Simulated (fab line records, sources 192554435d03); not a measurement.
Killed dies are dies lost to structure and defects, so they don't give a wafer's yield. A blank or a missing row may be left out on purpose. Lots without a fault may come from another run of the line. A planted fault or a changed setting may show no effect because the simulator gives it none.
Chamber matching | flow n5_finfet | N5_BEOL_M9_CMP_52 on cmp-02: 4 sister chambers
The step polishes, stops on SiCOH lowk, t overpolish 7 s, target thk 140 nm. 4 wafers are shown with their chamber, then 8 later ones without.

WAFERS WITH THEIR CHAMBER
wafer  | chamber | time_to_endpoint_s (s)
L079.2 | 2       | 66
L080.5 | 3       | 67
L080.6 | 0       | 62
L082.2 | 1       | 70

WAFERS WITHOUT THEIR CHAMBER
wafer  | time_to_endpoint_s (s)
L082.3 | 65
L082.5 | 73
L091.1 | 72
L091.5 | 65
L091.6 | 69
L095.1 | 59
L095.3 | 68
L095.4 | 67

WHICH CHAMBER EACH WENT THROUGH
wafer  | from the rows above          | in truth
L082.3 | can't be placed: 2 or 3 or 0 | 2
L082.5 | can't be placed: 1 or 3      | 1
L091.1 | can't be placed: 1 or 3      | 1
L091.5 | can't be placed: 2 or 3 or 0 | 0
L091.6 | can't be placed: 1 or 3 or 2 | 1
L095.1 | 0                            | 0
L095.3 | can't be placed: 3 or 1 or 2 | 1
L095.4 | can't be placed: 3 or 2 or 1 | 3
Placed correctly: 1 of 8. Can't be placed from these rows: 7 (the true chamber is among the candidates in 7). Placed wrongly: 0.
How it was worked out, from the rows above alone: a wafer's distance from a chamber is the root of the sum, over the readings, of the square of ((its reading less the chamber's mean) divided by the reading's scatter). The wafer belongs to the nearest chamber; if the next one is less than 2 further off, it can't be placed. A chamber's mean is the mean of its shown wafers. The scatter: with one shown wafer a chamber, the root of the mean of the squares of how far each hidden wafer lies from its nearest shown one.
